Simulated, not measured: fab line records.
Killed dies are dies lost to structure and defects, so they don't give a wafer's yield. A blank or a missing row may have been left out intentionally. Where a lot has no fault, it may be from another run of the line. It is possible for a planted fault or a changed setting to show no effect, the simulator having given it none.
Matching of chambers ; flow nand harc ; rie diel-06 running NHARC_P_M0_DESCUM_14: 4 sister chambers
The step chemistry O2, time 3 s. 4 wafers are shown with their chamber, then 12 later ones without.

## WAFERS, EACH WITH ITS CHAMBER
wafer;chamber;showerhead plenum p Torr (Torr)
L083.5;3;1.86
L084.5;0;1.77
L091.5;2;1.90
L091.6;1;1.84

## WAFERS MISSING THEIR CHAMBER
wafer;showerhead plenum p Torr (Torr)
L093.1;1.77
L093.4;1.77
L093.5;1.86
L095.1;1.90
L095.2;1.77
L095.3;1.86
L095.4;1.84
L095.5;1.76
L095.6;1.86
L097.1;1.85
L097.3;1.90
L097.4;1.76

## WHICH CHAMBER EACH ONE RAN IN
wafer;from the rows above;in truth
L093.1;0;0
L093.4;0;0
L093.5;3;3
L095.1;2;2
L095.2;0;0
L095.3;3;3
L095.4;1;1
L095.5;0;0
L095.6;3;3
L097.1;can't be placed: 1 or 3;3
L097.3;2;2
L097.4;0;0
Placed correctly: 11 of 12. Unplaceable from these rows: 1, with the true chamber sitting among the candidates in 1. Number placed wrongly: 0.
How it was worked out, from the rows above alone: a wafer's distance from a chamber is the root of the sum, over the readings, of the square of ((its reading less the chamber's mean) divided by the reading's scatter). The wafer belongs to the nearest chamber; if the next one is less than 2 further off, it can't be placed. For every chamber, the mean is computed from those of its wafers that are shown. The scatter (one wafer shown for each chamber): square how far every hidden wafer sits from the nearest shown wafer, average those squares and take the square root.
